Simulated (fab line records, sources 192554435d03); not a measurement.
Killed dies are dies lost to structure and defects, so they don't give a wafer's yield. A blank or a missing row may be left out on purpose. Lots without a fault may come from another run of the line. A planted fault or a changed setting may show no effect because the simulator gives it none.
Which tool did it? | flow n5_finfet | 24 lots, 72 wafers sampled, at 3 steps of a route of 1938

WHAT THE GAUGES READ, wafer by wafer
N5_BEOL_M12_CD_MEAS_17: target cd 140 nm.
lot  | measured     | on        | cd_nm (nm)
L074 | day 11 19:02 | cd_sem-03 | 139.3 139.4 138.0
L079 | day 11 23:44 | cd_sem-01 | 141.2 139.7 139.6
L077 | day 12 01:20 | cd_sem-01 | 138.9 139.3 141.7
L076 | day 12 01:45 | cd_sem-02 | 139.6 140.2 139.4
L075 | day 12 07:49 | cd_sem-01 | 141.9 142.9 140.6
L078 | day 12 16:47 | cd_sem-02 | 140.6 141.9 141.5
L080 | day 13 01:23 | cd_sem-01 | 139.9 139.4 140.5
L081 | day 13 05:32 | cd_sem-03 | 141.1 141.1 140.3
L082 | day 14 06:08 | cd_sem-02 | 140.7 141.3 140.7
L085 | day 14 07:19 | cd_sem-02 | 139.3 139.1 138.4
L084 | day 15 16:29 | cd_sem-02 | 141.4 140.4 141.3
L086 | day 15 17:27 | cd_sem-01 | 139.8 141.9 140.0
L089 | day 15 23:46 | cd_sem-03 | 139.8 139.4 140.5
L083 | day 16 05:08 | cd_sem-02 | 140.8 140.4 139.0
L088 | day 16 09:56 | cd_sem-02 | 138.8 137.2 137.6
L087 | day 16 12:09 | cd_sem-02 | 139.3 138.6 140.8
L090 | day 16 17:00 | cd_sem-01 | 140.4 137.7 140.2
L093 | day 17 12:16 | cd_sem-02 | 137.8 138.8 140.4
L092 | day 17 15:22 | cd_sem-01 | 140.4 140.8 139.6
L094 | day 17 21:40 | cd_sem-01 | 140.3 138.1 139.4
L091 | day 17 22:15 | cd_sem-02 | 136.8 140.1 138.6
L097 | day 18 06:35 | cd_sem-02 | 137.3 136.7 139.8
L095 | day 18 07:56 | cd_sem-01 | 138.3 141.2 139.3
L096 | day 19 01:02 | cd_sem-03 | 142.1 142.6 142.4

N5_BEOL_M13_CD_MEAS_10: target cd 190 nm.
lot  | measured     | on        | cd_nm (nm)
L074 | day 11 22:44 | cd_sem-03 | 190.2 190.7 190.5
L079 | day 12 05:52 | cd_sem-01 | 190.6 191.1 189.9
L077 | day 12 07:06 | cd_sem-02 | 191.9 191.2 190.5
L076 | day 12 06:23 | cd_sem-02 | 191.5 191.5 191.2
L075 | day 12 13:15 | cd_sem-03 | 189.8 190.9 190.9
L078 | day 12 21:15 | cd_sem-03 | 189.1 189.4 189.3
L080 | day 13 06:55 | cd_sem-02 | 188.0 188.1 187.9
L081 | day 13 09:45 | cd_sem-03 | 190.7 189.7 189.4
L082 | day 14 10:16 | cd_sem-01 | 191.6 192.5 192.9
L085 | day 14 10:25 | cd_sem-03 | 192.6 191.3 190.8
L084 | day 15 20:32 | cd_sem-02 | 188.3 189.1 188.7
L086 | day 15 20:52 | cd_sem-02 | 190.7 191.4 190.7
L089 | day 16 06:38 | cd_sem-02 | 189.0 189.9 189.3
L083 | day 16 09:05 | cd_sem-01 | 189.9 189.5 188.4
L088 | day 16 16:02 | cd_sem-02 | 189.4 189.8 189.0
L087 | day 16 18:01 | cd_sem-03 | 188.8 189.2 189.2
L090 | day 16 22:28 | cd_sem-01 | 189.6 191.4 189.7
L093 | day 17 15:47 | cd_sem-01 | 189.0 189.1 189.8
L092 | day 17 21:28 | cd_sem-01 | 191.4 192.4 190.7
L094 | day 18 02:36 | cd_sem-01 | 191.3 189.7 191.1
L091 | day 18 01:59 | cd_sem-01 | 191.3 190.1 191.1
L097 | day 18 10:50 | cd_sem-02 | 191.1 190.2 191.5
L095 | day 18 13:46 | cd_sem-02 | 191.1 191.0 190.3
L096 | day 19 05:41 | cd_sem-01 | 190.5 191.2 189.7

WHICH TOOL RAN EACH LOT (tool, then ch and the chambers of the sampled wafers, then the start)
lot  | N5_BEOL_M12_STRIP_64
L074 | plasma_asher-02 ch 0,1, day 11 18:53
L079 | plasma_asher-01 ch 0,1, day 11 23:35
L077 | plasma_asher-01 ch 0,1, day 12 01:11
L076 | plasma_asher-02 ch 0,1, day 12 01:36
L075 | plasma_asher-02 ch 0,1, day 12 07:40
L078 | plasma_asher-02 ch 1, day 12 16:38
L080 | plasma_asher-02 ch 0,1, day 13 01:14
L081 | plasma_asher-02 ch 0,1, day 13 05:23
L082 | plasma_asher-01 ch 0,1, day 14 05:59
L085 | plasma_asher-02 ch 0,1, day 14 07:06
L084 | plasma_asher-01 ch 0,1, day 15 16:20
L086 | plasma_asher-01 ch 0,1, day 15 17:19
L089 | plasma_asher-01 ch 0,1, day 15 23:36
L083 | plasma_asher-02 ch 0,1, day 16 05:00
L088 | plasma_asher-01 ch 0,1, day 16 09:47
L087 | plasma_asher-01 ch 0,1, day 16 11:59
L090 | plasma_asher-02 ch 0,1, day 16 16:51
L093 | plasma_asher-02 ch 0,1, day 17 12:08
L092 | plasma_asher-01 ch 0,1, day 17 15:09
L094 | plasma_asher-02 ch 0,1, day 17 21:32
L091 | plasma_asher-02 ch 0, day 17 22:06
L097 | plasma_asher-01 ch 0,1, day 18 06:25
L095 | plasma_asher-02 ch 0,1, day 18 07:49
L096 | plasma_asher-01 ch 0,1, day 19 00:52
- N5_BEOL_M12_STRIP_64: strips in N2/H2.

WHAT THE TOOLS THEMSELVES READ (means of the sampled wafers that have a number; where no wafer has one, the mark that the record gives instead)
N5_BEOL_M12_STRIP_64.
lot  | tool            | drypump_motor_current_A (A) | heater_power_w (W) | oes_product_au (a.u.) | strip_time_to_endpoint_s (s)
L074 | plasma_asher-02 | 5.80                        | 318                | 0.712                 | 31.33
L079 | plasma_asher-01 | 5.66                        | 356                | 0.712                 | 31.30
L077 | plasma_asher-01 | 5.72                        | 349                | 0.718                 | 31.18
L076 | plasma_asher-02 | 5.87                        | 336                | 0.716                 | 31.36
L075 | plasma_asher-02 | 5.79                        | 321                | 0.716                 | 31.39
L078 | plasma_asher-02 | 5.72                        | 300                | 0.716                 | 31.25
L080 | plasma_asher-02 | 5.82                        | 316                | 0.715                 | 31.47
L081 | plasma_asher-02 | 5.88                        | 334                | 0.715                 | 31.33
L082 | plasma_asher-01 | 5.70                        | 360                | 0.716                 | 31.34
L085 | plasma_asher-02 | 5.79                        | 319                | 0.718                 | 31.30
L084 | plasma_asher-01 | 5.70                        | 345                | 0.717                 | 31.34
L086 | plasma_asher-01 | 5.72                        | 351                | 0.716                 | 31.39
L089 | plasma_asher-01 | 5.68                        | 355                | 0.716                 | 31.34
L083 | plasma_asher-02 | 5.79                        | 319                | 0.713                 | 31.33
L088 | plasma_asher-01 | 5.70                        | 351                | 0.712                 | 31.30
L087 | plasma_asher-01 | 5.69                        | 354                | 0.714                 | 31.31
L090 | plasma_asher-02 | 5.80                        | 321                | 0.714                 | 31.29
L093 | plasma_asher-02 | 5.80                        | 318                | 0.714                 | 31.33
L092 | plasma_asher-01 | 5.70                        | 350                | 0.715                 | 31.36
L094 | plasma_asher-02 | 5.80                        | 321                | 0.715                 | 31.35
L091 | plasma_asher-02 | 5.95                        | 351                | 0.716                 | 31.28
L097 | plasma_asher-01 | 5.71                        | 352                | 0.714                 | 31.33
L095 | plasma_asher-02 | 5.85                        | 336                | 0.713                 | 31.27
L096 | plasma_asher-01 | 5.71                        | 347                | 0.716                 | 31.24

THE ANSWER, worked out from the rows above alone
Rule: what is usual is taken from the lots themselves. Put in order of their means at a reading, lots are off if they are a third of the lots or fewer, leave a main group of 4 or more, and stand apart from it by a gap of 3 or more times the standard deviation of the main group's means; of several such gaps the widest counts. A main group whose means are all the same, to the digits that the tables above print for the reading, isn't used. A lot without any number at a reading at which 4 lots or more have one is off too. The other lots that the step has rows for count as sound. The gauges are gone through in route order, then the tools' own readings, and for those a lot's mean is taken as printed above. The first step at which some lot is off is used, and at that step the reading that is off furthest; a lot without a number counts as furthest.
No lot is off at any reading shown: from this, nothing can be told.

WHAT THE SIMULATOR HAD PUT IN
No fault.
